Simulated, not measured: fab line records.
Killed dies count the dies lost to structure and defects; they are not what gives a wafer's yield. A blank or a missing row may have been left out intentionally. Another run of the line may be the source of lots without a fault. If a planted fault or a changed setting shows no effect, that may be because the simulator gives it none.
Matching of chambers    flow n5-finfet    N5_FIN_SAQP_DESCUM_21 on rie-diel-04 has 4 sister chambers
The step chemistry O2, time 7.9 s. 27 wafers are shown with their chamber, then 12 later ones without.

## WAFERS, EACH WITH ITS CHAMBER
wafer   chamber  showerhead-plenum-p-Torr (Torr)  drypump-motor-current-A (A)  oes-product-au (a.u.)
L074.1  3        2.18                             5.1                          0.73
L074.3  2        2.08                             5.2                          0.75
L074.5  0        1.99                             6.1                          0.71
L076.4  1        2.05                             5.6                          0.71
L076.5  1        2.05                             5.6                          0.70
L076.6  2        2.08                             5.1                          0.74
L077.1  3        2.17                             5.1                          0.73
L077.4  1        2.05                             5.6                          0.69
L077.6  0        1.98                             6.1                          0.72
L081.1  2        2.08                             5.1                          0.74
L081.2  0        1.98                             6.1                          0.70
L081.4  3        2.17                             5.1                          0.73
L083.2  0        1.98                             6.1                          0.69
L083.3  1        2.05                             5.6                          1.01
L083.4  2        2.07                             5.1                          0.73
L084.4  2        2.07                             5.2                          0.73
L084.5  1        2.05                             5.6                          1.00
L084.6  0        1.98                             6.1                          0.69
L085.1  1        2.05                             5.6                          0.98
L085.2  0        1.98                             6.1                          0.69
L085.6  1        2.05                             5.6                          0.98
L086.3  1        2.05                             5.5                          0.97
L086.5  1        2.05                             5.5                          0.97
L086.6  0        1.98                             6.1                          0.68
L087.2  1        2.05                             5.6                          0.97
L087.4  3        2.17                             5.1                          0.72
L087.6  3        2.17                             5.1                          0.72

SIGNATURES (means of the wafers above)
reading                   chamber 0  chamber 1  chamber 2  chamber 3  scatter within a chamber
showerhead-plenum-p-Torr  1.9814     2.0500     2.0760     2.1720     0.00352
drypump-motor-current-A   6.100      5.580      5.140      5.100      0.0349
oes-product-au            0.6971     0.8980     0.7380     0.7260     0.0863
Rule: a wafer's distance from a chamber is the root of the sum, over the readings, of the square of ((its reading less the chamber's mean) divided by the reading's scatter). The wafer belongs to the nearest chamber; if the next one is less than 2 further off, it can't be placed. The scatter: the root of (the sum of the squares of (reading less its chamber's mean) over the shown wafers, divided by (wafers less chambers)).

## WAFERS WHOSE CHAMBER IS MISSING
wafer   showerhead-plenum-p-Torr (Torr)  drypump-motor-current-A (A)  oes-product-au (a.u.)
L088.2  2.07                             5.2                          0.72
L088.5  1.97                             6.1                          0.69
L088.6  2.17                             5.1                          0.72
L089.1  2.05                             5.6                          0.95
L089.2  1.97                             6.1                          0.69
L089.3  2.07                             5.2                          0.71
L090.3  2.07                             5.2                          0.72
L090.5  2.05                             5.5                          0.94
L090.6  2.07                             5.2                          0.72
L092.1  2.04                             5.6                          0.94
L092.2  2.07                             5.1                          0.72
L092.5  2.07                             5.2                          0.72

## CHAMBER TAKEN BY EACH
wafer   from the rows above  in truth
L088.2  2                    2
L088.5  0                    0
L088.6  3                    3
L089.1  1                    1
L089.2  0                    0
L089.3  2                    2
L090.3  2                    2
L090.5  1                    1
L090.6  2                    2
L092.1  1                    1
L092.2  2                    2
L092.5  2                    2
Correctly placed: 12 of 12. Left unplaced by these rows: 0. Wrongly placed: 0.
